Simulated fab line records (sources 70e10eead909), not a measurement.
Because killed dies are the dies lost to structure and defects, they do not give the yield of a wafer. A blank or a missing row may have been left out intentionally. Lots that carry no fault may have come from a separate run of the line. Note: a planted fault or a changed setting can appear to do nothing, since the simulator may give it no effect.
A struck lot beside a sound one ; flow nand harc ; 15 out of 1302 route steps
Sound: these wafers, L196.1, L196.2, L196.6. Struck: wafers L204.2, L204.4, L204.5. At the end, the cause is stated.
For every step that has rows: the tool of each side, followed by ch and its chambers, followed by its first start. Under that, the readings that differ: sound wafers ; struck wafers ; difference of the means ; sigmas: that difference in standard deviations of wafers without a fault.
alike: same words and numbers on both sides, and readings whose means sit less than 2 such deviations apart. not compared: any withheld reading, any reading some wafer has no value for, any bound like >300 that may hide the same value, and any number with overlapping values for which the record gives no deviation.
A row with sigmas, a row that says differs or no value, or rows on one side alone: a step with any of these is where the two part. Non-overlapping numbers with no deviation appear without sigmas and do not part them. A reading missing from all wafers of one side parts the sides only when that side holds two or more wafers.

NHARC_A_BLC_DESCUM_15: chemistry O2, time 3 s.
  sound on rie diel-02 ch 2,3, day 23 18:56; struck on rie diel-05 ch 0,1,2, day 27 01:53
reading;sound;struck;difference;sigmas
chamber pressure mTorr (mTorr);62.11 60.04 60.04;60.13 60.01 60.12;-0.64;-3
oes product au (a.u.);1.012 1.011 1.009;0.976 0.992 1.002;-0.021;-2
  alike: drypump motor current A, rf vpp V, showerhead plenum p Torr, throttle valve pct
  not compared: rf hours counter h
then, 2 steps without rows for these wafers: NHARC_A_BLC_ETCH_16 (etches the open film in CF4, target depth 39 nm, time 65 s); NHARC_A_BLC_ETCH_17 (etches the open film in N2/H2, target depth 390 nm, time 609.38 s).
NHARC_A_BLC_ETCH_18: etches the open film in C4F8/O2/Ar, target depth 910 nm.
  sound on rie diel-02 ch 1,2; struck on rie diel-05 ch 1,2
  alike: chamber pressure mTorr, oes product au, rf vpp V
  not compared: rf hours counter h
NHARC_A_BLC_CD_MEAS_19:
  sound on cd sem-02 at day 23 19:54; struck on cd sem-01 at day 27 02:50
reading;sound;struck;difference;sigmas
cd nm (nm);102.1 102.6 102.7;96.7 98.0 98.1;-4.9;-2
NHARC_A_BLC_STRIP_29: strips in CF4.
  sound on rie diel-05 ch 0,2,3, day 23 19:59; struck on rie diel-05 ch 0,1, day 27 02:55
  alike: chamber pressure mTorr, drypump motor current A, oes product au, rf vpp V, showerhead plenum p Torr, throttle valve pct
  not compared: rf hours counter h
NHARC_A_BLC_STRIP_21: strips in O2.
  sound on rie diel-05 ch 0,2, day 23 20:05; struck on rie diel-05 ch 0,1, day 27 03:01
reading;sound;struck;difference;sigmas
oes product au (a.u.);1.008 1.011 1.005;0.993 0.977 0.982;-0.024;-2
  alike: chamber pressure mTorr, drypump motor current A, rf vpp V, showerhead plenum p Torr, throttle valve pct
  not compared: rf hours counter h
then, 4 steps without rows for these wafers: NHARC_A_BLC_STRIP_22 (strips in post etch residue remover, time 600 s); NHARC_A_BLC_DEGAS_30 (time 60 s); NHARC_A_BLC_PRE_CLEAN_31 (time 15 s); NHARC_A_BLC_PVD_32 (deposits Ti, target thk 5 nm, time 17.7 s).
NHARC_A_BLC_ALD_23: deposits TiN, target thk 3 nm, pulse time 1 s, ald cycles 150.
  sound on ald metal-04 ch 0,2,3, day 23 20:46; struck on ald metal-02 ch 0,3, day 27 03:41
  alike: heater power outer w, heater power w, precursor pulse height rel
NHARC_A_BLC_CVD_24: deposits W, target thk 150 nm, time 434 s.
  sound on cvd w-01 ch 0,1, day 23 20:57; struck on cvd w-02 ch 0,1, day 27 03:53
  alike: heater power outer w, heater power w, mfc wf6 sccm, throttle valve pct
NHARC_A_BLC_CMP_25: polishes, t overpolish 30 s, target thk 150 nm.
  sound on cmp-03 ch 0,1, day 23 21:31; struck on cmp-03 ch 0,3, day 27 04:25
  alike: motor current A, overpolish run s, time to endpoint s
NHARC_END_SORT_01:
  sound on prober-02 ch 0, day 25 15:29; struck on prober-01 ch 0, day 28 22:49
reading;sound;struck;difference;sigmas
killed at periphery;5 7 10;2 3 3;-5;-2
  alike: killed at array, killed at other, killed dies, killed open, killed short

## WHERE THEY PART
At NHARC_A_BLC_DESCUM_15 first; at NHARC_END_SORT_01 last (within this record only).

WHY: what the simulator had put in
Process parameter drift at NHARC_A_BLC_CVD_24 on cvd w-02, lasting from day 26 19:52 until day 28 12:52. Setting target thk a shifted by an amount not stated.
